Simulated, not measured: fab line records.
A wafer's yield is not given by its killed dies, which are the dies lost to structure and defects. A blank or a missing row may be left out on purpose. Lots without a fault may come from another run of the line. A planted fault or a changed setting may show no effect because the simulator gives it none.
Chamber matching / flow n5 finfet / rie diel-03 running N5_BEOL_M10_STRIP_19: 4 sister chambers
The step strips in O2. 4 wafers are shown with their chamber, then 7 later ones without.

## EACH WAFER AND ITS CHAMBER
wafer=L656.3; chamber=2; showerhead plenum p Torr (Torr)=2.10
wafer=L662.3; chamber=3; showerhead plenum p Torr (Torr)=2.14
wafer=L662.4; chamber=0; showerhead plenum p Torr (Torr)=2.00
wafer=L663.5; chamber=1; showerhead plenum p Torr (Torr)=2.12

## WAFERS MISSING THEIR CHAMBER
wafer=L663.6; showerhead plenum p Torr (Torr)=2.10
wafer=L664.2; showerhead plenum p Torr (Torr)=2.14
wafer=L664.5; showerhead plenum p Torr (Torr)=2.10
wafer=L664.6; showerhead plenum p Torr (Torr)=2.14
wafer=L665.1; showerhead plenum p Torr (Torr)=2.00
wafer=L665.5; showerhead plenum p Torr (Torr)=2.11
wafer=L665.6; showerhead plenum p Torr (Torr)=2.10

## WHICH CHAMBER EACH ONE RAN IN
wafer=L663.6; from the rows above=2; in truth=2
wafer=L664.2; from the rows above=3; in truth=3
wafer=L664.5; from the rows above=2; in truth=2
wafer=L664.6; from the rows above=3; in truth=3
wafer=L665.1; from the rows above=0; in truth=0
wafer=L665.5; from the rows above=can't be placed: 2 or 1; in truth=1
wafer=L665.6; from the rows above=2; in truth=2
Correct placement for 6 of the 7. From these rows, 1 cannot be placed; in 1 the true chamber is one of the candidates. 0 placed wrongly.
How it was worked out, from the rows above alone: a wafer's distance from a chamber is the root of the sum, over the readings, of the square of ((its reading less the chamber's mean) divided by the reading's scatter). If the next closest chamber is less than 2 further off than the closest, the wafer can't be placed; otherwise it belongs to the closest. For every chamber, the mean is computed from those of its wafers that are shown. The scatter: root of mean squared gap, hidden wafer to nearest shown wafer, with one shown wafer a chamber.
